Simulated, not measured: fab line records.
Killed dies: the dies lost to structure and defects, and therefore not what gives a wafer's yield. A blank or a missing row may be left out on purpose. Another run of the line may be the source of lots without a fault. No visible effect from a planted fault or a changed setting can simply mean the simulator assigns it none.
fab line records	flow n5Finfet
record: lots: 7	wafers: 21
route steps=1938 shown WELL_APT@24 PMOS_HMC_CHANNEL_EPI@62 SD_EPI_N@278 SD_EPI_P@301 HKMG_FIN@402 MOL_CONTACT_COAG@570 BEOL_M0_SAQP@642
startH: the number of hours between the record's first day and the start of the first shown wafer of the lot	waitH: time in hours since the lot's previous step	" repeats the value in the row above	L1.1+2: a single row standing in for several wafers	- value missing, or start not given	* or withheld: withheld	< > ~ a bound
route shown NAME@n: names a module that has steps shown in the file, with the first one's number in the route	usual: average and standard deviation across the fault-free wafers	same: alike in all rows	chamber/n: place in a boat	sites: each site's reading	_std_site: the values' standard deviation	_edge_site: inner sites' mean taken away from outer sites' mean	radiusMm: for every site, how far away it sits from the centre of the wafer	mask NAME#n: copy n	behind: the most recent tool/chamber to have shaped the wafer	hold: what put the lot on hold/how long, in hours/how the hold closed	device: the n, p or np transistor that did not switch	end of line: tests of these same wafers at the route's end	for a step that has no rows: nothing shown but its recipe	killed: dies lost to structure and defects at the first sort, not the wafer's yield	map: a wafer's dies, marking killed ones x, the rest . and places with no die _
set.NAME: setting as actually run; set.NAME@STEP: the setting as run at that earlier step	model.NAME: the simulator's own value behind a step, which no gauge read
one table per step and one row per wafer, for lots whose settings were changed on purpose
== steps ==
step: N5_WELL_APT_EXPOSE_05
recipe: maskId: NWELL	na: 0.8	sourceShape: conventional	sigmaOuter: 0.8	polarization: unpolarized	defocusNm: 0	targetCdNm: 200	doseMj: 20.3
lot.wafer	tool	chamber	startH	waitH	mask	set.doseMj
L079.1+3+5	krfScanner-02	0	43.51	-	NWELL#0	20.3
L080.2+4	krfScanner-02	0	49.88	-	NWELL#0	21.21
L080.5	"	0	"	"	NWELL#0	20.3
L084.2+3+4	krfScanner-01	0	73.86	-	NWELL#0	20.3
L089.2+3+6	krfScanner-01	0	103.52	-	NWELL#0	20.3
L091.3+5	krfScanner-01	0	116.01	-	NWELL#0	19.52
L091.6	"	0	"	"	NWELL#0	20.3
L096.1+4	krfScanner-02	0	145.69	-	NWELL#0	20.3
L096.5	"	0	"	"	NWELL#0	21.03
L097.2+4+6	krfScanner-02	0	151.39	-	NWELL#0	20.3
step: N5_WELL_APT_PEB_06
recipe: pebTempC: 130	pebTimeS: 90
step: N5_WELL_APT_DEVELOP_07
recipe: developTimeS: 45	rinseLiquid: surfactantRinse	dry: airSpin	devTempC: 21
step: N5_WELL_APT_HARDBAKE_12
recipe: tempC: 130	timeS: 120
step: N5_WELL_APT_CD_MEAS_08
recipe: targetCdNm: 200	landingEnergyEv: 500	detector: seInlens
usual: cdNm: 200.1/2.2
lot.wafer	tool	chamber	startH	waitH	set.doseMj@WELL_APT_EXPOSE_05	cdNm
L079.1	cdSem-03	0	43.68	-	20.3	196.9
L079.3	"	0	"	"	20.3	201.2
L079.5	"	0	"	"	20.3	199.0
L080.2	cdSem-01	0	50.05	-	21.21	209.5
L080.4	"	0	"	"	21.21	206.9
L080.5	"	0	"	"	20.3	200.6
L084.2	cdSem-02	0	74.03	-	20.3	201.9
L084.3	"	0	"	"	20.3	200.3
L084.4	"	0	"	"	20.3	201.5
L089.2	cdSem-03	0	103.69	-	20.3	202.7
L089.3	"	0	"	"	20.3	202.8
L089.6	"	0	"	"	20.3	201.2
L091.3	cdSem-03	0	116.18	-	19.52	197.1
L091.5	"	0	"	"	19.52	196.6
L091.6	"	0	"	"	20.3	201.0
L096.1	cdSem-03	0	145.87	-	20.3	200.3
L096.4	"	0	"	"	20.3	196.3
L096.5	"	0	"	"	21.03	208.3
L097.2	cdSem-02	0	151.56	-	20.3	202.0
L097.4	"	0	"	"	20.3	200.5
L097.6	"	0	"	"	20.3	200.9
step: N5_WELL_APT_DESCUM_13
recipe: chemistry: O2	timeS: 7.9	sourcePowerW: 50	biasPowerW: 20	pressureMtorr: 20	rfFrequencyHz: 2.712e+07	tempC: 40	o2FlowSccm: 225
lot.wafer	tool	chamber	startH	waitH	set.timeS	set.doseMj@WELL_APT_EXPOSE_05	model.WELL_APT.cdNm
L079.1	rieDiel-04	2	44.44	0.7	7.9	20.3	197.1
L079.3	"	3	"	"	9.323	20.3	201
L079.5	"	2	"	"	9.323	20.3	199.2
L080.2	rieDiel-05	0	50.13	0.0	9.107	21.21	210
L080.4	"	1	"	"	7.9	21.21	206.8
L080.5	"	2	"	"	9.107	20.3	200.4
L084.2	rieDiel-01	1	74.12	0.0	6.353	20.3	201.6
L084.3	"	0	"	"	6.353	20.3	200.4
L084.4	"	3	"	"	7.9	20.3	201.6
L089.2	rieDiel-05	1	103.78	0.0	7.9	20.3	202.9
L089.3	"	0	"	"	7.9	20.3	202.8
L089.6	"	0	"	"	7.9	20.3	201.4
L091.3	rieDiel-04	2	116.26	0.0	7.9	19.52	197.3
L091.5	"	1	"	"	7.9	19.52	196.7
L091.6	"	0	"	"	7.9	20.3	201.2
L096.1	rieDiel-04	2	145.95	0.0	7.9	20.3	200.4
L096.4	"	1	"	"	7.9	20.3	196
L096.5	"	3	"	"	7.9	21.03	208.6
L097.2	rieDiel-04	1	151.83	0.2	7.138	20.3	202
L097.4	"	3	"	"	7.9	20.3	200.7
L097.6	"	2	"	"	7.9	20.3	201
step: N5_PMOS_HMC_CHANNEL_EPI_EXPOSE_06
recipe: maskId: PMOS_HMC_BLK	na: 1.35	sourceShape: conventional	sigmaOuter: 0.8	polarization: unpolarized	targetCdNm: 240	doseMj: 41
lot.wafer	tool	chamber	startH	waitH	mask	set.doseMj
L079.1+3+5	arfiScanner-03	0	48.01	-	PMOS_HMC_BLK#0	41
L080.2+4+5	arfiScanner-03	0	53.11	-	PMOS_HMC_BLK#0	41
L084.2+3+4	arfiScanner-02	0	77.21	-	PMOS_HMC_BLK#0	41
L089.2+3+6	arfiScanner-02	0	107.34	-	PMOS_HMC_BLK#0	41
L091.3	arfiScanner-02	0	119.36	-	PMOS_HMC_BLK#0	41
L091.5+6	"	0	"	"	PMOS_HMC_BLK#0	38.4
L096.1+4+5	arfiScanner-01	0	149.20	-	PMOS_HMC_BLK#0	39.47
L097.2	arfiScanner-02	0	155.33	-	PMOS_HMC_BLK#0	41
L097.4+6	"	0	"	"	PMOS_HMC_BLK#0	42.49
step: N5_PMOS_HMC_CHANNEL_EPI_PEB_07
recipe: pebTempC: 110	pebTimeS: 60	resist: CAR-ArF-block
lot.wafer	tool	chamber	startH	waitH	set.pebTimeS
L079.1+3	lithoTrack-03	0	48.06	0.1	64.75
L079.5	"	0	"	"	60
L080.2	lithoTrack-04	0	53.16	0.0	51.13
L080.4+5	"	0	"	"	60
L084.2+3	lithoTrack-01	0	77.26	0.0	56.16
L084.4	"	0	"	"	60
L089.2+3+6	lithoTrack-01	0	107.39	0.0	60
L091.3+6	lithoTrack-03	0	119.41	0.0	60
L091.5	"	0	"	"	55.35
L096.1	lithoTrack-01	0	149.25	0.1	69.21
L096.4+5	"	0	"	"	60
L097.2+4+6	lithoTrack-04	0	155.38	0.0	60
step: N5_PMOS_HMC_CHANNEL_EPI_DEVELOP_08
recipe: developTimeS: 30	developer: TMAH	resist: CAR-ArF-block	devTempC: 23	rinseLiquid: diw	dry: airSpin
step: N5_PMOS_HMC_CHANNEL_EPI_DESCUM_14
recipe: chemistry: O2	timeS: 7.9	sourcePowerW: 50	biasPowerW: 20	pressureMtorr: 20	rfFrequencyHz: 2.712e+07	tempC: 40	resist: CAR-ArF-block	o2FlowSccm: 225
lot.wafer	tool	chamber	startH	waitH	set.doseMj@PMOS_HMC_CHANNEL_EPI_EXPOSE_06	set.pebTimeS@PMOS_HMC_CHANNEL_EPI_PEB_07	model.PMOS_HMC_CHANNEL_EPI.cdNm
L079.1	rieDiel-06	2	48.97	0.8	41	64.75	240
L079.3	"	0	"	"	41	64.75	239.8
L079.5	"	0	"	"	41	60	237
L080.2	rieDiel-02	3	53.31	0.0	41	51.13	230.7
L080.4	"	3	"	"	41	60	235.2
L080.5	"	1	"	"	41	60	236.2
L084.2	rieDiel-03	1	77.42	0.0	41	56.16	233.7
L084.3	"	3	"	"	41	56.16	232.7
L084.4	"	2	"	"	41	60	235.3
L089.2	rieDiel-06	1	107.55	0.0	41	60	236.4
L089.3	"	3	"	"	41	60	235.1
L089.6	"	1	"	"	41	60	237.3
L091.3	rieDiel-02	2	119.56	0.0	41	60	237.3
L091.5	"	3	"	"	38.4	55.35	227.8
L091.6	"	0	"	"	38.4	60	231
L096.1	rieDiel-02	0	149.41	0.0	39.47	69.21	237.8
L096.4+5	"	3	"	"	39.47	60	233.9
L097.2	rieDiel-06	0	155.53	0.0	41	60	235.3
L097.4	"	2	"	"	42.49	60	238.8
L097.6	"	1	"	"	42.49	60	239.1
step: N5_SD_EPI_N_ETCH_45
recipe: chemistry: CH3F/O2	target: SiOCN	targetDepthA: 60	maskMaterial: SOC	ionEnergyEv: 60	biasW: 29	pressureMtorr: 15	sourceW: 410	Ar_flow_sccm: 150	CH3F_flow_sccm: 30	O2_flow_sccm: 20
lot.wafer	tool	chamber	startH	waitH	set.targetDepthA	model.etch.depthNm
L079.1	rieDiel-04	0	81.77	0.1	64.22	6.196
L079.3	"	2	"	"	64.22	6.329
L079.5	"	3	"	"	60	5.907
L080.2	rieDiel-01	0	84.09	0.1	60	6.084
L080.4	"	0	"	"	66.55	6.715
L080.5	"	3	"	"	60	6.042
L084.2	rieDiel-01	2	108.92	0.1	61.86	6.454
L084.3	"	0	"	"	60	6.037
L084.4	"	1	"	"	61.86	6.144
L089.2	rieDiel-04	3	147.46	0.1	60	5.97
L089.3	"	1	"	"	60	5.941
L089.6	"	3	"	"	60	5.96
L091.3	rieDiel-01	2	159.37	0.1	62.67	6.415
L091.5	"	1	"	"	60	5.932
L091.6	"	2	"	"	60	6.168
L096.1	rieDiel-04	0	184.25	0.1	60	6.05
L096.4	"	1	"	"	57.81	5.668
L096.5	"	2	"	"	57.81	5.597
L097.2	rieDiel-04	2	187.42	0.1	60	5.887
L097.4	"	2	"	"	60	5.86
L097.6	"	1	"	"	60	5.821
step: N5_SD_EPI_P_PEB_07
recipe: pebTempC: 110	pebTimeS: 60	resist: CAR-ArF-block
lot.wafer	tool	chamber	startH	waitH	set.pebTimeS
L079.1+3+5	lithoTrack-01	0	85.42	0.1	60
L080.2+4+5	lithoTrack-04	0	87.99	0.0	60
L084.2+4	lithoTrack-01	0	112.58	0.0	47.62
L084.3	"	0	"	"	60
L089.2+3+6	lithoTrack-04	0	151.97	0.0	60
L091.3+6	lithoTrack-04	0	163.03	0.0	47.87
L091.5	"	0	"	"	60
L096.1+5	lithoTrack-01	0	188.81	0.1	68.86
L096.4	"	0	"	"	60
L097.2+4	lithoTrack-03	0	191.93	0.0	60
L097.6	"	0	"	"	51.74
step: N5_SD_EPI_P_DEVELOP_08
recipe: developTimeS: 30	developer: TMAH	resist: CAR-ArF-block	devTempC: 23	rinseLiquid: diw	dry: airSpin
step: N5_SD_EPI_P_CD_MEAS_09
recipe: targetCdNm: 240	landingEnergyEv: 500	detector: seInlens
usual: cdNm: 240.0/1
lot.wafer	tool	chamber	startH	waitH	set.pebTimeS@SD_EPI_P_PEB_07	cdNm
L079.1	cdSem-03	0	85.49	-	60	238.2
L079.3	"	0	"	"	60	240.5
L079.5	"	0	"	"	60	240.5
L080.2	cdSem-01	0	88.06	-	60	239.4
L080.4	"	0	"	"	60	239.3
L080.5	"	0	"	"	60	240.0
L084.2	cdSem-01	0	112.64	-	47.62	231.1
L084.3	"	0	"	"	60	239.6
L084.4	"	0	"	"	47.62	230.7
L089.2	cdSem-02	0	152.04	-	60	240.0
L089.3	"	0	"	"	60	240.2
L089.6	"	0	"	"	60	241.0
L091.3	cdSem-03	0	163.10	-	47.87	232.8
L091.5	"	0	"	"	60	239.2
L091.6	"	0	"	"	47.87	231.4
L096.1	cdSem-01	0	188.88	-	68.86	244.2
L096.4	"	0	"	"	60	239.8
L096.5	"	0	"	"	68.86	246.1
L097.2	cdSem-03	0	192.00	-	60	239.4
L097.4	"	0	"	"	60	239.7
L097.6	"	0	"	"	51.74	233.3
step: N5_SD_EPI_P_DESCUM_14
recipe: chemistry: O2	timeS: 7.9	sourcePowerW: 50	biasPowerW: 20	pressureMtorr: 20	rfFrequencyHz: 2.712e+07	tempC: 40	resist: CAR-ArF-block	o2FlowSccm: 225
lot.wafer	tool	chamber	startH	waitH	set.pebTimeS@SD_EPI_P_PEB_07	model.SD_EPI_P.cdNm
L079.1	rieDiel-02	2	85.58	0.0	60	238.4
L079.3	"	3	"	"	60	241
L079.5	"	2	"	"	60	240.4
L080.2	rieDiel-06	3	88.15	0.0	60	239.4
L080.4	"	1	"	"	60	239.2
L080.5	"	1	"	"	60	240.2
L084.2+4	rieDiel-03	0,2	112.73	0.0	47.62	230.8
L084.3	"	3	"	"	60	239.8
L089.2	rieDiel-06	2	152.29	0.2	60	240.2
L089.3	"	1	"	"	60	239.8
L089.6	"	0	"	"	60	241
L091.3	rieDiel-03	3	163.47	0.3	47.87	232.6
L091.5	"	1	"	"	60	239.8
L091.6	"	3	"	"	47.87	231.6
L096.1	rieDiel-03	0	189.35	0.4	68.86	244.4
L096.4	"	2	"	"	60	240
L096.5	"	2	"	"	68.86	246
L097.2	rieDiel-02	3	192.20	0.1	60	239.6
L097.4	"	0	"	"	60	239.8
L097.6	"	3	"	"	51.74	233.6
step: N5_SD_EPI_P_ETCH_37
recipe: chemistry: N2/H2	target: SOC	overetchA: 1080	maskMaterial: SiARC	tempC: 40	ionEnergyEv: 100	sourceW: 3000	biasW: 133	pressureMtorr: 20	timeS: 486	n2FlowSccm: 200	h2FlowSccm: 200	ends: endPoint
usual: rfVppV: 241.0/1.2
lot.wafer	tool	chamber	startH	waitH	set.sourceW	set.pebTimeS@SD_EPI_P_PEB_07	rfVppV	model.SD_EPI_P.cdNm
L079.1	rieDiel-02	2	85.67	0.0	3000	60	240.9	238
L079.3	"	3	"	"	3000	60	240.5	242.6
L079.5	"	2	"	"	3000	60	240.5	239.6
L080.2	rieDiel-06	3	88.24	0.0	3000	60	240.9	239.2
L080.4	"	1	"	"	2542	60	253.8	238.6
L080.5	"	1	"	"	2542	60	253.6	238.4
L084.2	rieDiel-03	0	112.82	0.0	3000	47.62	239.4	231.4
L084.3	"	3	"	"	2460	60	258.3	233.6
L084.4	"	2	"	"	2460	47.62	260.5	227.6
L089.2	rieDiel-06	2	152.39	0.0	3000	60	241.3	240.4
L089.3	"	1	"	"	3000	60	241.0	240
L089.6	"	0	"	"	3000	60	240.8	240.4
L091.3	rieDiel-03	3	163.56	0.0	2589	47.87	254.2	225.6
L091.5	"	1	"	"	2589	60	253.6	236.8
L091.6	"	3	"	"	3000	47.87	240.9	226.8
L096.1	rieDiel-03	0	189.44	0.0	2663	68.86	249.9	243
L096.4	"	2	"	"	2663	60	251.0	238.4
L096.5	"	2	"	"	3000	68.86	241.3	244.8
L097.2	rieDiel-02	3	192.29	0.0	3000	60	240.0	242
L097.4	"	0	"	"	3445	60	231.6	241.2
L097.6	"	3	"	"	3000	51.74	240.5	235.8
step: N5_SD_EPI_P_STRIP_38
recipe: chemistry: N2/H2	tempC: 40	n2FlowSccm: 200	h2FlowSccm: 200	rfFrequencyHz: 6e+07
step: N5_SD_EPI_P_ETCHBACK_46
recipe: chemistry: CH3F/O2	mode: anisotropicEtchback	target: SiNx	targetDepthA: 175	stopOn: SiO2	overEtchFrac: 0.3	ionEnergyEv: 120	pressureMtorr: 30	sourceW: 395	biasW: 73	Ar_flow_sccm: 150	CH3F_flow_sccm: 30	O2_flow_sccm: 20
step: N5_SD_EPI_P_ETCH_47
recipe: chemistry: CH3F/O2	target: SiOCN	targetDepthA: 250	maskMaterial: SOC	ionEnergyEv: 60	biasW: 29	pressureMtorr: 30	sourceW: 410	Ar_flow_sccm: 150	CH3F_flow_sccm: 30	O2_flow_sccm: 20
lot.wafer	tool	chamber	startH	waitH	set.pebTimeS@SD_EPI_P_PEB_07	model.SD_EPI_P.cdNm
L079.1	rieDiel-02	2	86.09	0.1	60	238.2
L079.3	"	3	"	"	60	242.8
L079.5	"	2	"	"	60	239.8
L080.2	rieDiel-06	3	88.66	0.1	60	239.2
L080.4	"	1	"	"	60	238.6
L080.5	"	1	"	"	60	238.2
L084.2	rieDiel-03	0	113.25	0.1	47.62	231.6
L084.3	"	3	"	"	60	233.8
L084.4	"	2	"	"	47.62	227.4
L089.2+6	rieDiel-06	2,0	152.81	0.1	60	240.4
L089.3	"	1	"	"	60	240.2
L091.3	rieDiel-03	3	163.98	0.1	47.87	225.6
L091.5	"	1	"	"	60	236.8
L091.6	"	3	"	"	47.87	226.8
L096.1	rieDiel-03	0	189.86	0.1	68.86	242.8
L096.4	"	2	"	"	60	238.2
L096.5	"	2	"	"	68.86	244.6
L097.2	rieDiel-02	3	192.72	0.1	60	242
L097.4	"	0	"	"	60	241.4
L097.6	"	3	"	"	51.74	235.8
step: N5_HKMG_FIN_ETCH_54
recipe: chemistry: CF4	target: SiARC	targetDepthA: 455	maskMaterial: CAR-ArF	timeS: 75.8	ionEnergyEv: 80	pressureMtorr: 40	sourceW: 545	biasW: 36	Ar_flow_sccm: 100	cf4FlowSccm: 100	ends: cleared
usual: rfVppV: 183.8/1.2
lot.wafer	tool	chamber	startH	waitH	set.sourceW	rfVppV
L079.1	rieDiel-01	1	103.11	0.0	497.7	190.1
L079.3	"	3	"	"	545	184.7
L079.5	"	0	"	"	545	182.8
L080.2	rieDiel-05	0	110.59	0.0	545	183.6
L080.4	"	2	"	"	545	181.9
L080.5	"	1	"	"	570.4	180.5
L084.2	rieDiel-01	2	131.22	0.0	545	184.0
L084.3	"	1	"	"	545	184.0
L084.4	"	3	"	"	613.4	177.4
L089.2	rieDiel-04	1	170.44	0.0	545	182.3
L089.3	"	0	"	"	545	184.7
L089.6	"	0	"	"	545	184.8
L091.3	rieDiel-05	3	180.87	0.0	481.7	193.1
L091.5	"	3	"	"	481.7	194.0
L091.6	"	2	"	"	545	182.5
L096.1	rieDiel-04	0	209.28	0.0	507.5	189.7
L096.4	"	3	"	"	545	184.1
L096.5	"	2	"	"	545	184.3
L097.2	rieDiel-05	3	211.41	0.0	488.6	191.7
L097.4	"	2	"	"	545	182.6
L097.6	"	0	"	"	545	183.2
step: N5_MOL_CONTACT_COAG_EXPOSE_81
recipe: maskId: VG	na: 0.33	sourceShape: annular	sigmaInner: 0.3	sigmaOuter: 0.7	polarization: unpolarized	defocusNm: 0	doseMj: 59.5
lot.wafer	tool	chamber	startH	waitH	mask	set.doseMj
L079.1	euvScanner-02	0	129.25	-	VG#0	57.71
L079.3+5	"	0	"	"	VG#0	59.5
L080.2+4+5	euvScanner-02	0	136.31	-	VG#0	59.5
L084.2+3+4	euvScanner-02	0	157.27	-	VG#0	59.5
L089.2+3+6	euvScanner-01	0	197.08	-	VG#0	59.5
L091.3+5	euvScanner-01	0	206.79	-	VG#0	62.89
L091.6	"	0	"	"	VG#0	59.5
L096.1+4	euvScanner-02	0	236.05	-	VG#0	59.5
L096.5	"	0	"	"	VG#0	56.81
L097.2+4	euvScanner-02	0	239.23	-	VG#0	59.5
L097.6	"	0	"	"	VG#0	61.55
step: N5_MOL_CONTACT_COAG_PEB_82
recipe: pebTempC: 100	pebTimeS: 60	resist: CAR-EUV
step: N5_MOL_CONTACT_COAG_DEVELOP_83
recipe: developTimeS: 30	developer: TMAH	resist: CAR-EUV	rinseLiquid: surfactantRinse	dry: airSpin	devTempC: 23
step: N5_MOL_CONTACT_COAG_CD_MEAS_84
recipe: targetCdNm: 25.1	landingEnergyEv: 500	detector: seInlens	polarity: opening
usual: cdNm: 25.10/0.23
lot.wafer	tool	chamber	startH	waitH	set.doseMj@MOL_CONTACT_COAG_EXPOSE_81	cdNm
L079.1	cdSem-01	0	129.39	-	57.71	24.50
L079.3	"	0	"	"	59.5	25.26
L079.5	"	0	"	"	59.5	24.78
L080.2	cdSem-02	0	136.44	-	59.5	25.04
L080.4	"	0	"	"	59.5	25.27
L080.5	"	0	"	"	59.5	25.23
L084.2	cdSem-01	0	157.40	-	59.5	25.13
L084.3	"	0	"	"	59.5	24.95
L084.4	"	0	"	"	59.5	25.21
L089.2	cdSem-02	0	197.21	-	59.5	25.19
L089.3	"	0	"	"	59.5	25.01
L089.6	"	0	"	"	59.5	24.76
L091.3	cdSem-02	0	206.92	-	62.89	26.23
L091.5	"	0	"	"	62.89	26.25
L091.6	"	0	"	"	59.5	25.18
L096.1	cdSem-02	0	236.20	-	59.5	24.99
L096.4	"	0	"	"	59.5	25.00
L096.5	"	0	"	"	56.81	24.40
L097.2	cdSem-01	0	239.37	-	59.5	25.12
L097.4	"	0	"	"	59.5	24.85
L097.6	"	0	"	"	61.55	25.64
step: N5_BEOL_M0_SAQP_COAT_82
recipe: resist: SiARC	tempC: 220	timeS: 60	spinRpm: 1500	resistThkNm: 30
lot.wafer	tool	chamber	startH	waitH	set.spinRpm	model.SiARC_of_BEOL_M0_SAQP_COAT_82.thkNm
L079.1+5	lithoTrack-04	0	-	-	1500	29.8
L079.3	"	0	"	"	1500	30
L080.2+4+5	lithoTrack-01	0	-	-	1500	30
L084.2+4	lithoTrack-03	0	-	-	1500	30
L084.3	"	0	"	"	1500	30.2
L089.2+3+6	lithoTrack-04	0	-	-	1500	30
L091.3+5	lithoTrack-04	0	-	-	1353	31.6
L091.6	"	0	"	"	1500	30
L096.1	lithoTrack-04	0	-	-	1500	30
L096.4	"	0	"	"	1353	31.6
L096.5	"	0	"	"	1500	30.2
L097.2	lithoTrack-01	0	-	-	1500	30.2
L097.4	"	0	"	"	1548	29.8
L097.6	"	0	"	"	1548	29.6
== key ==
split: step: N5_WELL_APT_EXPOSE_05	setting: doseMj	stated: 20.3	by: wafer
response: step: N5_WELL_APT_CD_MEAS_08	reading: cdNm	change: +1.79	per: 1%	r: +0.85
response: step: N5_WELL_APT_DESCUM_13	reading: model.WELL_APT.cdNm	change: +1.87	per: 1%	r: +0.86
split: step: N5_WELL_APT_DESCUM_13	setting: timeS	stated: 7.9	by: wafer
response none clear
split: step: N5_PMOS_HMC_CHANNEL_EPI_EXPOSE_06	setting: doseMj	stated: 41	by: wafer
response: step: N5_PMOS_HMC_CHANNEL_EPI_DESCUM_14	reading: model.PMOS_HMC_CHANNEL_EPI.cdNm	slope: +1.04	per: 1%	togetherWith: pebTimeS@PMOS_HMC_CHANNEL_EPI_PEB_07	explained: 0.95
split: step: N5_PMOS_HMC_CHANNEL_EPI_PEB_07	setting: pebTimeS	stated: 60	by: wafer
response: step: N5_PMOS_HMC_CHANNEL_EPI_DESCUM_14	reading: model.PMOS_HMC_CHANNEL_EPI.cdNm	slope: +0.312	per: 1%	togetherWith: doseMj@PMOS_HMC_CHANNEL_EPI_EXPOSE_06	explained: 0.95
split: step: N5_SD_EPI_N_ETCH_45	setting: targetDepthA	stated: 60	by: wafer
response: step: N5_SD_EPI_N_ETCH_45	reading: model.etch.depthNm	change: +0.0642	per: 1%	r: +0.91
split: step: N5_SD_EPI_P_PEB_07	setting: pebTimeS	stated: 60	by: wafer
response: step: N5_SD_EPI_P_CD_MEAS_09	reading: cdNm	change: +0.392	per: 1%	r: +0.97
response: step: N5_SD_EPI_P_DESCUM_14	reading: model.SD_EPI_P.cdNm	change: +0.404	per: 1%	r: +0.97
response: step: N5_SD_EPI_P_ETCH_37	reading: model.SD_EPI_P.cdNm	change: +0.37	per: 1%	r: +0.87
response: step: N5_SD_EPI_P_ETCH_47	reading: model.SD_EPI_P.cdNm	change: +0.375	per: 1%	r: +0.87
split: step: N5_SD_EPI_P_ETCH_37	setting: sourceW	stated: 3000	by: wafer
response: step: N5_SD_EPI_P_ETCH_37	reading: rfVppV	change: -0.883	per: 1%	r: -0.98
split: step: N5_HKMG_FIN_ETCH_54	setting: sourceW	stated: 545	by: wafer
response: step: N5_HKMG_FIN_ETCH_54	reading: rfVppV	change: -0.744	per: 1%	r: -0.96
split: step: N5_MOL_CONTACT_COAG_EXPOSE_81	setting: doseMj	stated: 59.5	by: wafer
response: step: N5_MOL_CONTACT_COAG_CD_MEAS_84	reading: cdNm	change: +0.17	per: 1%	r: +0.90
split: step: N5_BEOL_M0_SAQP_COAT_82	setting: spinRpm	stated: 1500	by: wafer
response: step: N5_BEOL_M0_SAQP_COAT_82	reading: model.SiARC_of_BEOL_M0_SAQP_COAT_82.thkNm	change: -0.158	per: 1%	r: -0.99
